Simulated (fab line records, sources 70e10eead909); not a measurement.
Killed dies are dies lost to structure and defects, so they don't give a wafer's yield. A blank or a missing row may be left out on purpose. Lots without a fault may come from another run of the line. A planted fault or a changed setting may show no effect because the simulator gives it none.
Chamber matching | flow nand_harc | NHARC_A_CHANNEL_FILL_D1_ALD_25 on ald_hk-02: 4 sister chambers
The step deposits SiOx, target thk 60 nm, pulse time 10 s, ald cycles 600. 18 wafers are shown with their chamber, then 9 later ones without.

WAFERS WITH THEIR CHAMBER
wafer  | chamber | heater_power_outer_w (W) | heater_power_w (W) | precursor_pulse_height_rel
L074.4 | 0       | 245                      | 417                | 0.965
L074.3 | 2       | 244                      | 456                | 1.051
L074.6 | 0       | 247                      | 440                | 0.986
L080.3 | 3       | 285                      | 499                | 1.004
L080.2 | 0       | 247                      | 441                | 0.969
L080.1 | 1       | 264                      | 469                | 0.987
L081.1 | 1       | 265                      | 472                | 1.025
L081.3 | 0       | 250                      | 438                | 0.992
L081.6 | 0       | 244                      | 445                | 0.995
L083.4 | 1       | 260                      | 472                | 0.976
L083.2 | 3       | 273                      | 485                | 0.987
L083.6 | 1       | 266                      | 482                | 1.015
L086.1 | 2       | 235                      | 433                | 0.963
L086.3 | 1       | 272                      | 466                | 0.991
L086.5 | 1       | 258                      | 469                | 1.000
L088.1 | 1       | 263                      | 470                | 1.018
L088.3 | 2       | 245                      | 431                | 1.026
L088.5 | 2       | 240                      | 437                | 1.020

SIGNATURES (means of the wafers above)
reading                    | chamber 0 | chamber 1 | chamber 2 | chamber 3 | scatter within a chamber
heater_power_outer_w       | 246.60    | 264.00    | 241.00    | 279.00    | 4.45
heater_power_w             | 436.20    | 471.43    | 439.25    | 492.00    | 9
precursor_pulse_height_rel | 0.98140   | 1.00171   | 1.01500   | 0.99550   | 0.0224
Rule: a wafer's distance from a chamber is the root of the sum, over the readings, of the square of ((its reading less the chamber's mean) divided by the reading's scatter). The wafer belongs to the nearest chamber; if the next one is less than 2 further off, it can't be placed. The scatter: the root of (the sum of the squares of (reading less its chamber's mean) over the shown wafers, divided by (wafers less chambers)).

WAFERS WITHOUT THEIR CHAMBER
wafer  | heater_power_outer_w (W) | heater_power_w (W) | precursor_pulse_height_rel
L090.1 | 236                      | 436                | 0.998
L090.2 | 269                      | 472                | 0.990
L090.6 | 240                      | 437                | 1.024
L094.1 | 262                      | 483                | 0.969
L094.3 | 247                      | 448                | 1.018
L094.2 | 258                      | 485                | 0.992
L097.2 | 239                      | 434                | 1.016
L097.3 | 258                      | 471                | 0.992
L097.6 | 268                      | 490                | 1.002

WHICH CHAMBER EACH WENT THROUGH
wafer  | from the rows above     | in truth
L090.1 | can't be placed: 2 or 0 | 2
L090.2 | can't be placed: 1 or 3 | 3
L090.6 | can't be placed: 2 or 0 | 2
L094.1 | 1                       | 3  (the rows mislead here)
L094.3 | can't be placed: 2 or 0 | 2
L094.2 | 1                       | 1
L097.2 | can't be placed: 2 or 0 | 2
L097.3 | 1                       | 1
L097.6 | can't be placed: 1 or 3 | 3
Placed correctly: 2 of 9. Can't be placed from these rows: 6 (the true chamber is among the candidates in 6). Placed wrongly: 1.
